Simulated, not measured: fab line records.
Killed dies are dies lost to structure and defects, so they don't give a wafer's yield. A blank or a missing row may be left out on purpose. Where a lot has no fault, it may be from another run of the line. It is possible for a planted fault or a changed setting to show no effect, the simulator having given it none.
A struck lot beside a sound one || flow n5 finfet || 16 out of 1938 route steps
Sound: the wafers L805.1, L805.2, L805.6. Wafers L817.2, L817.5, L817.6 were the ones struck. The cause is given at the end.
Per side, at each step with rows, come the tool, then ch with its chambers, and then its first start. Under that, the readings that differ: sound wafers || struck wafers || difference of the means || sigmas: that difference in standard deviations of wafers without a fault.
alike: a reading whose means differ by less than 2 such deviations, as well as words and numbers matching on both sides. not compared: withheld readings; readings where some wafer has no value; bounds like >300 that might hide an equal value; numbers whose values overlap and for which the record gives no deviation.
The two part at a step that has a row with sigmas, a row that says differs or no value, or rows on one side only. Numbers that have no deviation but don't overlap get no sigmas and don't part them. Lack of a reading on every wafer of one side parts them only where that side has two or more wafers.

N5_MOL_CONTACT_COAG_CD_MEAS_99: the cd target is 17.2 nm.
  sound: cd sem-03 at day 6 19:46; struck: cd sem-03 at day 10 00:11
  alike: cd nm
then, 5 steps without rows for these wafers: N5_MOL_CONTACT_COAG_IMPLANT_129; N5_MOL_CONTACT_COAG_PRECLEAN_111 (cleans in NF3:NH3, afs cycles 1, time 20 s, sublimation time 60 s); N5_MOL_CONTACT_COAG_TI_SIL_19 (material Ti, target thk 4.2 nm, time 15 s); N5_MOL_CONTACT_COAG_ALD_20 (deposits TiN, target thk 1.5 nm, pulse time 1 s, purge time 3 s); N5_MOL_CONTACT_COAG_SIL_ANNEAL_21 (time 60 s).
N5_MOL_CONTACT_COAG_PRE_CLEAN_141: time 60 s.
  sound: pvd sputter-01 at day 6 22:21; struck: pvd sputter-02 at day 10 01:43
  alike: heater power w
N5_MOL_CONTACT_COAG_SPUTTER_143: material Co, target thk 2.5 nm.
  sound: pvd sputter-01 at day 6 22:25; struck: pvd sputter-02 at day 10 01:46
  alike: throttle valve pct
then, 1 step without rows for these wafers: N5_MOL_CONTACT_COAG_CO_FILL_22 (material Co, precursor CCTBA/H2, target thk 20 nm).
N5_MOL_CONTACT_COAG_ANNEAL_113: time 300 s.
  sound on rtp anneal-01 ch 0, day 6 23:08; struck on rtp anneal-01 ch 0, day 10 02:40
  alike: lamp power pct, wafer_temp_C_max
N5_MOL_CONTACT_COAG_PRE_CLEAN_142: time 60 s.
  sound: pvd sputter-03 at day 7 00:55; struck: pvd sputter-03 at day 10 05:50
  alike: heater power w
N5_MOL_CONTACT_COAG_SPUTTER_130: material Co, target thk 47.5 nm.
  sound: pvd sputter-03 at day 7 00:58; struck: pvd sputter-03 at day 10 05:54
  alike: throttle valve pct
N5_MOL_CONTACT_COAG_PRECLEAN_125: cleans in DIW, time 57.5 s.
  sound on wet bench-04 ch 1,3,6, day 7 01:06; struck on wet bench-05 ch 4,6,7, day 10 06:02
{"reading": "run length s (s)", "sound": "62.2 65.2 63.7", "struck": "93.7 93.5 95.2", "difference": "+30.4", "sigmas": "+12"}
then, 1 step without rows for these wafers: N5_MOL_CONTACT_COAG_SRD_126 (dry time 32 s).
-- here the record skips 3 days between the struck wafers' starts before and after, leaving off in module MOL_CONTACT_COAG and picking up in module BEOL_M4 (first step shown: number 1111 of the route) --
N5_BEOL_M4_RC_MEAS_101:
  sound on prober-02 ch 0, day 10 13:08; struck on prober-01 ch 0, day 13 12:10
{"reading": "SS_N (mV/dec)", "sound": "71.7 71.7 70.4", "struck": "72.5 72.6 72.8", "difference": "+1.4", "sigmas": "+2"}
  alike: DIBL_N, DIBL_P, IOFF_N, IOFF_P, ION_N, ION_P, SS_P, VT_N, VT_P
N5_PASSIVATION_PROBE_49:
  the record has rows for the sound wafers here (prober-01, day 14 19:46) and none for the struck ones

== WHERE THEY PART ==
First at N5_MOL_CONTACT_COAG_PRECLEAN_125; last, within this record, at N5_PASSIVATION_PROBE_49.

WHY: whatever the simulator had introduced
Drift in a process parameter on wet bench-05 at N5_MOL_CONTACT_COAG_PRECLEAN_125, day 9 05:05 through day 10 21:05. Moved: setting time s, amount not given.
